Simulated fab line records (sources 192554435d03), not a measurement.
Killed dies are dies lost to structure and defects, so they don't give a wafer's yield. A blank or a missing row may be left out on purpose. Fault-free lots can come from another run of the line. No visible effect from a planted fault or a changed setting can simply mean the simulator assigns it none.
Split-lot study :: flow n5_finfet :: 7 lots, 39 wafers read, on a route of 1938 steps

== ON THE SPLIT ==
At N5_ZERO_LAYER_PECVD_02 (deposits SiO2 from SiH4/N2O, target thk 10 nm, time 6 s), the setting time_s was moved away from the recipe's 6 s on 15 of the 39 wafers read, by -49.1% to +22.9%. The other wafers ran this setting at the recipe's value.

The reading is taken at the split's own step.

== THE READING ==
SiO2_of_ZERO_LAYER_PECVD_02.thk_nm (the simulator's own value, which no gauge read), in nm, at N5_ZERO_LAYER_PECVD_02 (deposits SiO2 from SiH4/N2O, target thk 10 nm, time 6 s). The file does not state a usual value for it. Across the 24 wafers here that went through the recipe, the average is 10.010 nm and the standard deviation 0.17 nm.

wafer: L081.1
tool, chamber at the split: pecvd-03, 0
time_s as run, s: 6
against the recipe: recipe
SiO2_of_ZERO_LAYER_PECVD_02.thk_nm, nm: 10.2
against lot-mates on the recipe: -

wafer: L081.2
tool, chamber at the split: pecvd-03, 2
time_s as run, s: 4.695
against the recipe: -21.7%
SiO2_of_ZERO_LAYER_PECVD_02.thk_nm, nm: 7.868
against lot-mates on the recipe: -2.236

wafer: L081.3
tool, chamber at the split: pecvd-03, 1
time_s as run, s: 4.695
against the recipe: -21.7%
SiO2_of_ZERO_LAYER_PECVD_02.thk_nm, nm: 7.635
against lot-mates on the recipe: -2.469

wafer: L081.4
tool, chamber at the split: pecvd-03, 2
time_s as run, s: 6
against the recipe: recipe
SiO2_of_ZERO_LAYER_PECVD_02.thk_nm, nm: 10.13
against lot-mates on the recipe: -

wafer: L081.5
tool, chamber at the split: pecvd-03, 1
time_s as run, s: 6
against the recipe: recipe
SiO2_of_ZERO_LAYER_PECVD_02.thk_nm, nm: 9.983
against lot-mates on the recipe: -

wafer: L081.6
tool, chamber at the split: pecvd-03, 0
time_s as run, s: 4.695
against the recipe: -21.7%
SiO2_of_ZERO_LAYER_PECVD_02.thk_nm, nm: 8.075
against lot-mates on the recipe: -2.029

wafer: L082.1
tool, chamber at the split: pecvd-02, 0
time_s as run, s: 6
against the recipe: recipe
SiO2_of_ZERO_LAYER_PECVD_02.thk_nm, nm: 9.902
against lot-mates on the recipe: -

wafer: L082.2
tool, chamber at the split: pecvd-02, 2
time_s as run, s: 6
against the recipe: recipe
SiO2_of_ZERO_LAYER_PECVD_02.thk_nm, nm: 9.836
against lot-mates on the recipe: -

wafer: L082.3
tool, chamber at the split: pecvd-02, 1
time_s as run, s: 7.375
against the recipe: +22.9%
SiO2_of_ZERO_LAYER_PECVD_02.thk_nm, nm: 12.44
against lot-mates on the recipe: +2.567

wafer: L082.4
tool, chamber at the split: pecvd-02, 0
time_s as run, s: 6
against the recipe: recipe
SiO2_of_ZERO_LAYER_PECVD_02.thk_nm, nm: 9.881
against lot-mates on the recipe: -

wafer: L082.5
tool, chamber at the split: pecvd-02, 2
time_s as run, s: 7.375
against the recipe: +22.9%
SiO2_of_ZERO_LAYER_PECVD_02.thk_nm, nm: 12.2
against lot-mates on the recipe: +2.327

wafer: L082.6
tool, chamber at the split: pecvd-02, 1
time_s as run, s: 7.375
against the recipe: +22.9%
SiO2_of_ZERO_LAYER_PECVD_02.thk_nm, nm: 12.6
against lot-mates on the recipe: +2.727

wafer: L090.1
tool, chamber at the split: pecvd-04, 1
time_s as run, s: 3.686
against the recipe: -38.6%
SiO2_of_ZERO_LAYER_PECVD_02.thk_nm, nm: 6.058
against lot-mates on the recipe: -3.979

wafer: L090.2
tool, chamber at the split: pecvd-04, 2
time_s as run, s: 3.686
against the recipe: -38.6%
SiO2_of_ZERO_LAYER_PECVD_02.thk_nm, nm: 6.196
against lot-mates on the recipe: -3.841

wafer: L090.3
tool, chamber at the split: pecvd-04, 0
time_s as run, s: 3.686
against the recipe: -38.6%
SiO2_of_ZERO_LAYER_PECVD_02.thk_nm, nm: 6.15
against lot-mates on the recipe: -3.887

wafer: L090.4
tool, chamber at the split: pecvd-04, 2
time_s as run, s: 6
against the recipe: recipe
SiO2_of_ZERO_LAYER_PECVD_02.thk_nm, nm: 10.05
against lot-mates on the recipe: -

wafer: L090.5
tool, chamber at the split: pecvd-04, 0,1
time_s as run, s: 6
against the recipe: recipe
SiO2_of_ZERO_LAYER_PECVD_02.thk_nm, nm: 10.03
against lot-mates on the recipe: -

wafer: L090.6
tool, chamber at the split: pecvd-04, 0,1
time_s as run, s: 6
against the recipe: recipe
SiO2_of_ZERO_LAYER_PECVD_02.thk_nm, nm: 10.03
against lot-mates on the recipe: -

wafer: L091.1
tool, chamber at the split: pecvd-04, 2
time_s as run, s: 6
against the recipe: recipe
SiO2_of_ZERO_LAYER_PECVD_02.thk_nm, nm: 10.09
against lot-mates on the recipe: -

wafer: L091.2
tool, chamber at the split: pecvd-04, 0
time_s as run, s: 6
against the recipe: recipe
SiO2_of_ZERO_LAYER_PECVD_02.thk_nm, nm: 10.03
against lot-mates on the recipe: -

wafer: L091.3
tool, chamber at the split: pecvd-04, 1
time_s as run, s: 6
against the recipe: recipe
SiO2_of_ZERO_LAYER_PECVD_02.thk_nm, nm: 10
against lot-mates on the recipe: -

wafer: L091.4
tool, chamber at the split: pecvd-04, 0
time_s as run, s: 6
against the recipe: recipe
SiO2_of_ZERO_LAYER_PECVD_02.thk_nm, nm: 10.23
against lot-mates on the recipe: -

wafer: L091.5
tool, chamber at the split: pecvd-04, 1
time_s as run, s: 6
against the recipe: recipe
SiO2_of_ZERO_LAYER_PECVD_02.thk_nm, nm: 10.13
against lot-mates on the recipe: -

wafer: L091.6
tool, chamber at the split: pecvd-04, 0
time_s as run, s: 6
against the recipe: recipe
SiO2_of_ZERO_LAYER_PECVD_02.thk_nm, nm: 10.11
against lot-mates on the recipe: -

wafer: L095.1
tool, chamber at the split: pecvd-03, 2
time_s as run, s: 3.324
against the recipe: -44.6%
SiO2_of_ZERO_LAYER_PECVD_02.thk_nm, nm: 5.611
against lot-mates on the recipe: -4.622

wafer: L095.2
tool, chamber at the split: pecvd-03, 0
time_s as run, s: 6
against the recipe: recipe
SiO2_of_ZERO_LAYER_PECVD_02.thk_nm, nm: 10.2
against lot-mates on the recipe: -

wafer: L095.3
tool, chamber at the split: pecvd-03, 1
time_s as run, s: 3.324
against the recipe: -44.6%
SiO2_of_ZERO_LAYER_PECVD_02.thk_nm, nm: 5.555
against lot-mates on the recipe: -4.678

wafer: L095.4
tool, chamber at the split: pecvd-03, 1
time_s as run, s: 6
against the recipe: recipe
SiO2_of_ZERO_LAYER_PECVD_02.thk_nm, nm: 10.16
against lot-mates on the recipe: -

wafer: L095.5
tool, chamber at the split: pecvd-03, 0
time_s as run, s: 6
against the recipe: recipe
SiO2_of_ZERO_LAYER_PECVD_02.thk_nm, nm: 10.34
against lot-mates on the recipe: -

wafer: L095.6
tool, chamber at the split: pecvd-03, 2
time_s as run, s: 3.324
against the recipe: -44.6%
SiO2_of_ZERO_LAYER_PECVD_02.thk_nm, nm: 5.744
against lot-mates on the recipe: -4.489

wafer: L096.1
tool, chamber at the split: pecvd-02, 1
time_s as run, s: 3.052
against the recipe: -49.1%
SiO2_of_ZERO_LAYER_PECVD_02.thk_nm, nm: 4.865
against lot-mates on the recipe: -4.829

wafer: L096.2
tool, chamber at the split: pecvd-02, 2
time_s as run, s: 6
against the recipe: recipe
SiO2_of_ZERO_LAYER_PECVD_02.thk_nm, nm: 9.679
against lot-mates on the recipe: -

wafer: L096.3
tool, chamber at the split: pecvd-02, 0
time_s as run, s: 3.052
against the recipe: -49.1%
SiO2_of_ZERO_LAYER_PECVD_02.thk_nm, nm: 4.628
against lot-mates on the recipe: -5.066

wafer: L096.4
tool, chamber at the split: pecvd-02, 1
time_s as run, s: 3.052
against the recipe: -49.1%
SiO2_of_ZERO_LAYER_PECVD_02.thk_nm, nm: 4.92
against lot-mates on the recipe: -4.774

wafer: L096.5
tool, chamber at the split: pecvd-02, 0
time_s as run, s: 6
against the recipe: recipe
SiO2_of_ZERO_LAYER_PECVD_02.thk_nm, nm: 9.589
against lot-mates on the recipe: -

wafer: L096.6
tool, chamber at the split: pecvd-02, 2
time_s as run, s: 6
against the recipe: recipe
SiO2_of_ZERO_LAYER_PECVD_02.thk_nm, nm: 9.815
against lot-mates on the recipe: -

wafer: L097.3
tool, chamber at the split: pecvd-02, 1
time_s as run, s: 6
against the recipe: recipe
SiO2_of_ZERO_LAYER_PECVD_02.thk_nm, nm: 9.996
against lot-mates on the recipe: -

wafer: L097.4
tool, chamber at the split: pecvd-02, 1
time_s as run, s: 6
against the recipe: recipe
SiO2_of_ZERO_LAYER_PECVD_02.thk_nm, nm: 9.936
against lot-mates on the recipe: -

wafer: L097.6
tool, chamber at the split: pecvd-02, 0
time_s as run, s: 6
against the recipe: recipe
SiO2_of_ZERO_LAYER_PECVD_02.thk_nm, nm: 9.89
against lot-mates on the recipe: -
When a row names more than one chamber, that row covers several wafers, and the file does not tell which wafer ran in which chamber.

THE FIT
A straight line over all 39 wafers: SiO2_of_ZERO_LAYER_PECVD_02.thk_nm changes by +0.102 nm for each +1% of time_s; r = +1.00; the points scatter about the line by 0.18 nm.
The same after taking each lot's own level away (the mean of its wafers on the recipe; 39 wafers): +0.103 nm for each +1%; r = +1.00; scatter 0.12 nm.
According to that fit, moving time_s by its largest amount changes the reading by 5 nm.
The lots' own levels span 9.6943 to 10.2333 nm, that is 3.1 times the standard deviation above.
Consequently the slope shifts little with the lot-to-lot level, the two slopes agreeing.
Check: for one of the wafers moved furthest among these (-49.1%), held out of the fit, the line's prediction against its lot-mates is -5.03 nm. Against them it came out at -4.83 nm.

== FILE'S OWN FIT ==
SiO2_of_ZERO_LAYER_PECVD_02.thk_nm changes by +0.102 nm for each +1% of time_s, r = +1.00.
